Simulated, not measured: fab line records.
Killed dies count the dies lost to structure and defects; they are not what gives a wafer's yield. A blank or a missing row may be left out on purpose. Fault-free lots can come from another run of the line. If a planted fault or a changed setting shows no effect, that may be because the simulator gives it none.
Which tool is to blame? || flow nand-harc || 11 lots, 33 wafers sampled, at 5 steps of a route of 1302

WHAT THE GAUGES SHOWED, per wafer
NHARC_END_SORT_01. Usual: killed-at-array 64, standard deviation 20; killed-at-other 0.7, standard deviation 1.1; killed-at-periphery 3.6, standard deviation 2.7; killed-dies 68, standard deviation 20; killed-open 2.8, standard deviation 1.9; killed-short 2.3, standard deviation 1.5.
{"lot": "L832", "measured": "day 32 04:25", "on": "prober-01", "killed-at-array": "91 84 655", "killed-at-other": "0 3 1", "killed-at-periphery": "3 8 4", "killed-dies": "94 95 660", "killed-open": "3 9 1", "killed-short": "2 3 0", "flag": "OFF"}
{"lot": "L833", "measured": "day 32 04:25", "on": "prober-02", "killed-at-array": "61 58 654", "killed-at-other": "0 1 0", "killed-at-periphery": "2 13 8", "killed-dies": "63 72 662", "killed-open": "0 4 7", "killed-short": "0 5 0", "flag": "OFF"}

WHAT TOOL EACH LOT RAN ON (gives the tool, then ch and the chambers of the sampled wafers, and finally the start)
{"lot": "L815", "NHARC_A_CONTACT_ETCH_97": "rie-diel-02 ch 0,2, day 22 18:22 or earlier", "NHARC_A_CONTACT_STRIP_82": "rie-diel-06 ch 2,3, day 22 18:22 or earlier", "NHARC_A_CONTACT_ETCH_31": "rie-diel-06 ch 0,2,3, day 22 18:22", "NHARC_A_CONTACT_ETCH_138": "har-cap-etch-03 ch 0, day 22 19:58"}
{"lot": "L817", "NHARC_A_CONTACT_ETCH_97": "rie-diel-09 ch 0,1,2, day 22 22:11 or earlier", "NHARC_A_CONTACT_STRIP_82": "rie-diel-02 ch 1,2,3, day 22 22:11 or earlier", "NHARC_A_CONTACT_ETCH_31": "rie-diel-02 ch 0,1,3, day 22 22:11", "NHARC_A_CONTACT_ETCH_138": "har-cap-etch-01 ch 0,1, day 22 23:43"}
{"lot": "L816", "NHARC_A_CONTACT_ETCH_97": "rie-diel-02 ch 1,2,3, day 22 23:14 or earlier", "NHARC_A_CONTACT_STRIP_82": "rie-diel-02 ch 0,1,3, day 22 23:14 or earlier", "NHARC_A_CONTACT_ETCH_31": "rie-diel-06 ch 0,1,3, day 22 23:14", "NHARC_A_CONTACT_ETCH_138": "har-cap-etch-02 ch 0,1, day 23 00:49"}
{"lot": "L818", "NHARC_A_CONTACT_ETCH_97": "rie-diel-06 ch 0,1, day 24 10:04 or earlier", "NHARC_A_CONTACT_STRIP_82": "rie-diel-06 ch 0,1,3, day 24 10:04 or earlier", "NHARC_A_CONTACT_ETCH_31": "rie-diel-02 ch 1,2,3, day 24 10:04", "NHARC_A_CONTACT_ETCH_138": "har-cap-etch-03 ch 0,1, day 24 11:37"}
{"lot": "L821", "NHARC_A_CONTACT_ETCH_97": "rie-diel-06 ch 0,1,3, day 24 03:31", "NHARC_A_CONTACT_STRIP_82": "rie-diel-06 ch 0,1,3, day 24 14:16 or earlier", "NHARC_A_CONTACT_ETCH_31": "rie-diel-06 ch 0,2, day 24 14:16", "NHARC_A_CONTACT_ETCH_138": "har-cap-etch-03 ch 0,1, day 24 15:52"}
{"lot": "L822", "NHARC_A_CONTACT_ETCH_97": "rie-diel-02 ch 0,1,3, day 25 16:13 or earlier", "NHARC_A_CONTACT_STRIP_82": "rie-diel-06 ch 1,2, day 25 16:13 or earlier", "NHARC_A_CONTACT_ETCH_31": "rie-diel-06 ch 0,2,3, day 25 16:13", "NHARC_A_CONTACT_ETCH_138": "har-cap-etch-02 ch 0, day 25 17:42"}
{"lot": "L827", "NHARC_A_CONTACT_ETCH_97": "rie-diel-06 ch 0,2,3, day 27 15:28 or earlier", "NHARC_A_CONTACT_STRIP_82": "rie-diel-06 ch 0,1,2, day 27 15:28 or earlier", "NHARC_A_CONTACT_ETCH_31": "rie-diel-06 ch 1,2,3, day 27 15:28", "NHARC_A_CONTACT_ETCH_138": "har-cap-etch-01 ch 0,1, day 27 17:00"}
{"lot": "L832", "NHARC_A_CONTACT_ETCH_97": "rie-diel-06 ch 2,3, day 29 22:30 or earlier", "NHARC_A_CONTACT_STRIP_82": "rie-diel-09 ch 0,1,2, day 29 22:30 or earlier", "NHARC_A_CONTACT_ETCH_31": "rie-diel-02 ch 0,1,2, day 29 22:30", "NHARC_A_CONTACT_ETCH_138": "har-cap-etch-02 ch 0,1, day 30 00:05"}
{"lot": "L833", "NHARC_A_CONTACT_ETCH_97": "rie-diel-06 ch 2,3, day 29 23:48 or earlier", "NHARC_A_CONTACT_STRIP_82": "rie-diel-09 ch 0,1, day 29 23:48 or earlier", "NHARC_A_CONTACT_ETCH_31": "rie-diel-02 ch 0,3, day 29 23:48", "NHARC_A_CONTACT_ETCH_138": "har-cap-etch-03 ch 0,1, day 30 01:51"}
{"lot": "L835", "NHARC_A_CONTACT_ETCH_97": "rie-diel-02 ch 0,1,3, day 30 16:10 or earlier", "NHARC_A_CONTACT_STRIP_82": "rie-diel-02 ch 1,2,3, day 30 16:10 or earlier", "NHARC_A_CONTACT_ETCH_31": "rie-diel-09 ch 0,2, day 30 16:10", "NHARC_A_CONTACT_ETCH_138": "har-cap-etch-02 ch 0,1, day 30 17:46"}
{"lot": "L838", "NHARC_A_CONTACT_ETCH_97": "rie-diel-02 ch 0,2,3, day 31 19:15 or earlier", "NHARC_A_CONTACT_STRIP_82": "rie-diel-06 ch 0,1,2, day 31 19:15 or earlier", "NHARC_A_CONTACT_ETCH_31": "rie-diel-06 ch 0,1,3, day 31 19:15", "NHARC_A_CONTACT_ETCH_138": "har-cap-etch-01 ch 0,1, day 31 20:47"}
- NHARC_A_CONTACT_ETCH_97: etches the open film in C4F6/O2, target depth 20 nm, time 10 s.
- NHARC_A_CONTACT_STRIP_82: strips in O2.
- NHARC_A_CONTACT_ETCH_31: etches the open film in O2/COS, target depth 2800 nm, time 728 s.
- NHARC_A_CONTACT_ETCH_138: etches the open film in C4F8/O2/Ar, time 311 s, target depth 1914 nm.

WHAT THE TOOLS THEMSELVES READ (means of the sampled wafers that have a number; where no wafer has one, the mark that the record gives instead)
NHARC_A_CONTACT_ETCH_97. Usual: value, then standard deviation, for each; chamber-pressure-mTorr 30.00 mTorr / 0.043; drypump-motor-current-A 5.8 A / 0.45; oes-product-au 0.961 a.u. / 0.025; rf-vpp-V 547 V / 3.9; run-length-s 30.9 s / 0.35; showerhead-plenum-p-Torr 3.93 Torr / 0.19; throttle-valve-pct 26.903 % / 0.0085.
{"lot": "L815", "tool": "rie-diel-02", "chamber-pressure-mTorr (mTorr)": 30.01, "drypump-motor-current-A (A)": 5.8, "oes-product-au (a.u.)": 0.948, "rf-vpp-V (V)": 548, "run-length-s (s)": 30.9, "showerhead-plenum-p-Torr (Torr)": 4.01, "throttle-valve-pct (%)": 26.899, "flag": ""}
{"lot": "L817", "tool": "rie-diel-09", "chamber-pressure-mTorr (mTorr)": 29.98, "drypump-motor-current-A (A)": 5.4, "oes-product-au (a.u.)": 1.019, "rf-vpp-V (V)": 549, "run-length-s (s)": 30.9, "showerhead-plenum-p-Torr (Torr)": 4.00, "throttle-valve-pct (%)": 26.895, "flag": ""}
{"lot": "L816", "tool": "rie-diel-02", "chamber-pressure-mTorr (mTorr)": 29.99, "drypump-motor-current-A (A)": 6.2, "oes-product-au (a.u.)": 0.956, "rf-vpp-V (V)": 547, "run-length-s (s)": 30.8, "showerhead-plenum-p-Torr (Torr)": 3.95, "throttle-valve-pct (%)": 26.905, "flag": ""}
{"lot": "L818", "tool": "rie-diel-06", "chamber-pressure-mTorr (mTorr)": 30.00, "drypump-motor-current-A (A)": 5.4, "oes-product-au (a.u.)": 0.940, "rf-vpp-V (V)": 546, "run-length-s (s)": 30.8, "showerhead-plenum-p-Torr (Torr)": 3.92, "throttle-valve-pct (%)": 26.901, "flag": ""}
{"lot": "L821", "tool": "rie-diel-06", "chamber-pressure-mTorr (mTorr)": 30.01, "drypump-motor-current-A (A)": 5.4, "oes-product-au (a.u.)": 0.966, "rf-vpp-V (V)": 546, "run-length-s (s)": 30.9, "showerhead-plenum-p-Torr (Torr)": 3.93, "throttle-valve-pct (%)": 26.904, "flag": ""}
{"lot": "L822", "tool": "rie-diel-02", "chamber-pressure-mTorr (mTorr)": 30.03, "drypump-motor-current-A (A)": 6.2, "oes-product-au (a.u.)": 1.025, "rf-vpp-V (V)": 550, "run-length-s (s)": 31.2, "showerhead-plenum-p-Torr (Torr)": 4.06, "throttle-valve-pct (%)": 26.902, "flag": ""}
{"lot": "L827", "tool": "rie-diel-06", "chamber-pressure-mTorr (mTorr)": 29.99, "drypump-motor-current-A (A)": 5.5, "oes-product-au (a.u.)": 0.945, "rf-vpp-V (V)": 547, "run-length-s (s)": 31.0, "showerhead-plenum-p-Torr (Torr)": 3.96, "throttle-valve-pct (%)": 26.902, "flag": ""}
{"lot": "L832", "tool": "rie-diel-06", "chamber-pressure-mTorr (mTorr)": 29.99, "drypump-motor-current-A (A)": 5.6, "oes-product-au (a.u.)": 0.961, "rf-vpp-V (V)": 545, "run-length-s (s)": 31.0, "showerhead-plenum-p-Torr (Torr)": 3.84, "throttle-valve-pct (%)": 26.905, "flag": ""}
{"lot": "L833", "tool": "rie-diel-06", "chamber-pressure-mTorr (mTorr)": 30.01, "drypump-motor-current-A (A)": 5.4, "oes-product-au (a.u.)": 0.942, "rf-vpp-V (V)": 546, "run-length-s (s)": 30.9, "showerhead-plenum-p-Torr (Torr)": 3.81, "throttle-valve-pct (%)": 26.899, "flag": ""}
{"lot": "L835", "tool": "rie-diel-02", "chamber-pressure-mTorr (mTorr)": 29.99, "drypump-motor-current-A (A)": 6.2, "oes-product-au (a.u.)": 0.949, "rf-vpp-V (V)": 550, "run-length-s (s)": 30.9, "showerhead-plenum-p-Torr (Torr)": 4.03, "throttle-valve-pct (%)": 26.904, "flag": ""}
{"lot": "L838", "tool": "rie-diel-02", "chamber-pressure-mTorr (mTorr)": 29.99, "drypump-motor-current-A (A)": 6.1, "oes-product-au (a.u.)": 0.965, "rf-vpp-V (V)": 549, "run-length-s (s)": 30.9, "showerhead-plenum-p-Torr (Torr)": 3.98, "throttle-valve-pct (%)": 26.902, "flag": ""}

NHARC_A_CONTACT_STRIP_82. Usual: chamber-pressure-mTorr 60.00 mTorr, standard deviation 0.058; drypump-motor-current-A 5.7 A, standard deviation 0.43; oes-product-au 1.001 a.u., standard deviation 0.01; rf-vpp-V 57.8 V, standard deviation 0.86; showerhead-plenum-p-Torr 3.53 Torr, standard deviation 0.17; throttle-valve-pct 17.036 %, standard deviation 0.0088.
{"lot": "L815", "tool": "rie-diel-06", "chamber-pressure-mTorr (mTorr)": 60.04, "drypump-motor-current-A (A)": 5.4, "oes-product-au (a.u.)": 0.990, "rf-vpp-V (V)": 57.6, "showerhead-plenum-p-Torr (Torr)": 3.44, "throttle-valve-pct (%)": 17.039, "flag": ""}
{"lot": "L817", "tool": "rie-diel-02", "chamber-pressure-mTorr (mTorr)": 60.02, "drypump-motor-current-A (A)": 6.2, "oes-product-au (a.u.)": 0.996, "rf-vpp-V (V)": 58.5, "showerhead-plenum-p-Torr (Torr)": 3.56, "throttle-valve-pct (%)": 17.037, "flag": ""}
{"lot": "L816", "tool": "rie-diel-02", "chamber-pressure-mTorr (mTorr)": 59.98, "drypump-motor-current-A (A)": 6.1, "oes-product-au (a.u.)": 0.997, "rf-vpp-V (V)": 58.3, "showerhead-plenum-p-Torr (Torr)": 3.66, "throttle-valve-pct (%)": 17.035, "flag": ""}
{"lot": "L818", "tool": "rie-diel-06", "chamber-pressure-mTorr (mTorr)": 59.95, "drypump-motor-current-A (A)": 5.4, "oes-product-au (a.u.)": 1.000, "rf-vpp-V (V)": 56.8, "showerhead-plenum-p-Torr (Torr)": 3.53, "throttle-valve-pct (%)": 17.034, "flag": ""}
{"lot": "L821", "tool": "rie-diel-06", "chamber-pressure-mTorr (mTorr)": 60.00, "drypump-motor-current-A (A)": 5.4, "oes-product-au (a.u.)": 0.996, "rf-vpp-V (V)": 57.5, "showerhead-plenum-p-Torr (Torr)": 3.53, "throttle-valve-pct (%)": 17.037, "flag": ""}
{"lot": "L822", "tool": "rie-diel-06", "chamber-pressure-mTorr (mTorr)": 59.98, "drypump-motor-current-A (A)": 5.6, "oes-product-au (a.u.)": 0.998, "rf-vpp-V (V)": 56.8, "showerhead-plenum-p-Torr (Torr)": 3.45, "throttle-valve-pct (%)": 17.042, "flag": ""}
{"lot": "L827", "tool": "rie-diel-06", "chamber-pressure-mTorr (mTorr)": 59.97, "drypump-motor-current-A (A)": 5.6, "oes-product-au (a.u.)": 0.999, "rf-vpp-V (V)": 57.2, "showerhead-plenum-p-Torr (Torr)": 3.55, "throttle-valve-pct (%)": 17.035, "flag": ""}
{"lot": "L832", "tool": "rie-diel-09", "chamber-pressure-mTorr (mTorr)": 59.95, "drypump-motor-current-A (A)": 5.4, "oes-product-au (a.u.)": 1.003, "rf-vpp-V (V)": 57.6, "showerhead-plenum-p-Torr (Torr)": 3.57, "throttle-valve-pct (%)": 17.036, "flag": ""}
{"lot": "L833", "tool": "rie-diel-09", "chamber-pressure-mTorr (mTorr)": 60.02, "drypump-motor-current-A (A)": 5.6, "oes-product-au (a.u.)": 1.002, "rf-vpp-V (V)": 57.2, "showerhead-plenum-p-Torr (Torr)": 3.56, "throttle-valve-pct (%)": 17.035, "flag": ""}
{"lot": "L835", "tool": "rie-diel-02", "chamber-pressure-mTorr (mTorr)": 60.00, "drypump-motor-current-A (A)": 6.2, "oes-product-au (a.u.)": 1.015, "rf-vpp-V (V)": 58.4, "showerhead-plenum-p-Torr (Torr)": 3.52, "throttle-valve-pct (%)": 17.029, "flag": ""}
{"lot": "L838", "tool": "rie-diel-06", "chamber-pressure-mTorr (mTorr)": 60.01, "drypump-motor-current-A (A)": 5.6, "oes-product-au (a.u.)": 0.987, "rf-vpp-V (V)": 57.7, "showerhead-plenum-p-Torr (Torr)": 3.55, "throttle-valve-pct (%)": 17.031, "flag": ""}

NHARC_A_CONTACT_ETCH_31. Usual: value, then standard deviation, for each; chamber-pressure-mTorr 19.999 mTorr / 0.018; drypump-motor-current-A 5.8 A / 0.45; oes-product-au 1.002 a.u. / 0.011; rf-vpp-V 314.4 V / 2.4; run-length-s 749.2 s / 0.43; showerhead-plenum-p-Torr 3.14 Torr / 0.16; throttle-valve-pct 28.332 % / 0.0093.
{"lot": "L815", "tool": "rie-diel-06", "chamber-pressure-mTorr (mTorr)": 19.990, "drypump-motor-current-A (A)": 5.6, "oes-product-au (a.u.)": 0.998, "rf-vpp-V (V)": 314.5, "run-length-s (s)": 749.4, "showerhead-plenum-p-Torr (Torr)": 3.16, "throttle-valve-pct (%)": 28.326, "flag": ""}
{"lot": "L817", "tool": "rie-diel-02", "chamber-pressure-mTorr (mTorr)": 20.009, "drypump-motor-current-A (A)": 6.1, "oes-product-au (a.u.)": 0.990, "rf-vpp-V (V)": 316.1, "run-length-s (s)": 749.1, "showerhead-plenum-p-Torr (Torr)": 3.24, "throttle-valve-pct (%)": 28.336, "flag": ""}
{"lot": "L816", "tool": "rie-diel-06", "chamber-pressure-mTorr (mTorr)": 20.007, "drypump-motor-current-A (A)": 5.4, "oes-product-au (a.u.)": 0.992, "rf-vpp-V (V)": 314.5, "run-length-s (s)": 749.1, "showerhead-plenum-p-Torr (Torr)": 3.13, "throttle-valve-pct (%)": 28.327, "flag": ""}
{"lot": "L818", "tool": "rie-diel-02", "chamber-pressure-mTorr (mTorr)": 19.994, "drypump-motor-current-A (A)": 6.3, "oes-product-au (a.u.)": 1.006, "rf-vpp-V (V)": 314.5, "run-length-s (s)": 749.0, "showerhead-plenum-p-Torr (Torr)": 3.14, "throttle-valve-pct (%)": 28.333, "flag": ""}
{"lot": "L821", "tool": "rie-diel-06", "chamber-pressure-mTorr (mTorr)": 19.995, "drypump-motor-current-A (A)": 5.8, "oes-product-au (a.u.)": 0.993, "rf-vpp-V (V)": 316.1, "run-length-s (s)": 749.4, "showerhead-plenum-p-Torr (Torr)": 3.28, "throttle-valve-pct (%)": 28.342, "flag": ""}
{"lot": "L822", "tool": "rie-diel-06", "chamber-pressure-mTorr (mTorr)": 20.007, "drypump-motor-current-A (A)": 5.5, "oes-product-au (a.u.)": 0.994, "rf-vpp-V (V)": 314.2, "run-length-s (s)": 749.6, "showerhead-plenum-p-Torr (Torr)": 3.15, "throttle-valve-pct (%)": 28.334, "flag": ""}
{"lot": "L827", "tool": "rie-diel-06", "chamber-pressure-mTorr (mTorr)": 20.007, "drypump-motor-current-A (A)": 5.3, "oes-product-au (a.u.)": 0.992, "rf-vpp-V (V)": 313.0, "run-length-s (s)": 749.1, "showerhead-plenum-p-Torr (Torr)": 3.03, "throttle-valve-pct (%)": 28.322, "flag": ""}
{"lot": "L832", "tool": "rie-diel-02", "chamber-pressure-mTorr (mTorr)": 19.995, "drypump-motor-current-A (A)": 6.0, "oes-product-au (a.u.)": 1.015, "rf-vpp-V (V)": 312.9, "run-length-s (s)": 686.1, "showerhead-plenum-p-Torr (Torr)": 3.11, "throttle-valve-pct (%)": 28.344, "flag": "OFF"}
{"lot": "L833", "tool": "rie-diel-02", "chamber-pressure-mTorr (mTorr)": 19.998, "drypump-motor-current-A (A)": 6.3, "oes-product-au (a.u.)": 1.014, "rf-vpp-V (V)": 316.6, "run-length-s (s)": 686.4, "showerhead-plenum-p-Torr (Torr)": 3.29, "throttle-valve-pct (%)": 28.329, "flag": "OFF"}
{"lot": "L835", "tool": "rie-diel-09", "chamber-pressure-mTorr (mTorr)": 19.988, "drypump-motor-current-A (A)": 5.2, "oes-product-au (a.u.)": 1.002, "rf-vpp-V (V)": 314.7, "run-length-s (s)": 749.3, "showerhead-plenum-p-Torr (Torr)": 3.17, "throttle-valve-pct (%)": 28.327, "flag": ""}
{"lot": "L838", "tool": "rie-diel-06", "chamber-pressure-mTorr (mTorr)": 20.002, "drypump-motor-current-A (A)": 5.4, "oes-product-au (a.u.)": 0.996, "rf-vpp-V (V)": 314.4, "run-length-s (s)": 749.2, "showerhead-plenum-p-Torr (Torr)": 3.11, "throttle-valve-pct (%)": 28.328, "flag": ""}

NHARC_A_CONTACT_ETCH_138. Usual: 19.997 mTorr for chamber-pressure-mTorr, sd 0.02.
{"lot": "L815", "tool": "har-cap-etch-03", "chamber-pressure-mTorr (mTorr)": 20.001, "flag": ""}
{"lot": "L817", "tool": "har-cap-etch-01", "chamber-pressure-mTorr (mTorr)": 20.000, "flag": ""}
{"lot": "L816", "tool": "har-cap-etch-02", "chamber-pressure-mTorr (mTorr)": 20.007, "flag": ""}
{"lot": "L818", "tool": "har-cap-etch-03", "chamber-pressure-mTorr (mTorr)": 19.951, "flag": ""}
{"lot": "L821", "tool": "har-cap-etch-03", "chamber-pressure-mTorr (mTorr)": 20.017, "flag": ""}
{"lot": "L822", "tool": "har-cap-etch-02", "chamber-pressure-mTorr (mTorr)": 19.995, "flag": ""}
{"lot": "L827", "tool": "har-cap-etch-01", "chamber-pressure-mTorr (mTorr)": 20.002, "flag": ""}
{"lot": "L832", "tool": "har-cap-etch-02", "chamber-pressure-mTorr (mTorr)": 20.002, "flag": ""}
{"lot": "L833", "tool": "har-cap-etch-03", "chamber-pressure-mTorr (mTorr)": 19.990, "flag": ""}
{"lot": "L835", "tool": "har-cap-etch-02", "chamber-pressure-mTorr (mTorr)": 19.988, "flag": ""}
{"lot": "L838", "tool": "har-cap-etch-01", "chamber-pressure-mTorr (mTorr)": 19.978, "flag": ""}

THE ANSWER, worked out from the rows above alone
Rule: lot off if the mean of its wafers having a number is beyond 3 standard deviations from the usual mean. A lot without any number at a reading at which 4 lots or more have one is off too. Where the step has rows for the other lots, those lots are counted as sound. After the gauges, taken in route order, come the tools' own readings; for these a lot's mean is taken, as printed above. The first step at which some lot is off is used, and at that step the reading that is off furthest; a lot without a number counts as furthest.
Off: L832, L833 (NHARC_END_SORT_01, killed-dies). Neither off nor sound, because the step has no rows for them: L815, L817, L816, L818, L821, L822, L827, L835, L838.
A tool fits if, at a process step before that reading, it ran every lot that is off, and no sound lot after the first of them. The gauges at NHARC_END_SORT_01 aren't tried: what is off there is off at NHARC_A_CONTACT_ETCH_31 too, on other tools, and a gauge's error can't cause that. NHARC_A_CONTACT_ETCH_97 gives no start for some lots, so the hours and the order of its lots are those of NHARC_A_CONTACT_ETCH_31. NHARC_A_CONTACT_STRIP_82 gives no start for some lots, so the hours and the order of its lots are those of NHARC_A_CONTACT_ETCH_31. Can't be told from this: 3 tools fit, rie-diel-06 at NHARC_A_CONTACT_ETCH_97, rie-diel-09 at NHARC_A_CONTACT_STRIP_82, rie-diel-02 at NHARC_A_CONTACT_ETCH_31.

WHAT THE SIMULATOR HAD PUT IN
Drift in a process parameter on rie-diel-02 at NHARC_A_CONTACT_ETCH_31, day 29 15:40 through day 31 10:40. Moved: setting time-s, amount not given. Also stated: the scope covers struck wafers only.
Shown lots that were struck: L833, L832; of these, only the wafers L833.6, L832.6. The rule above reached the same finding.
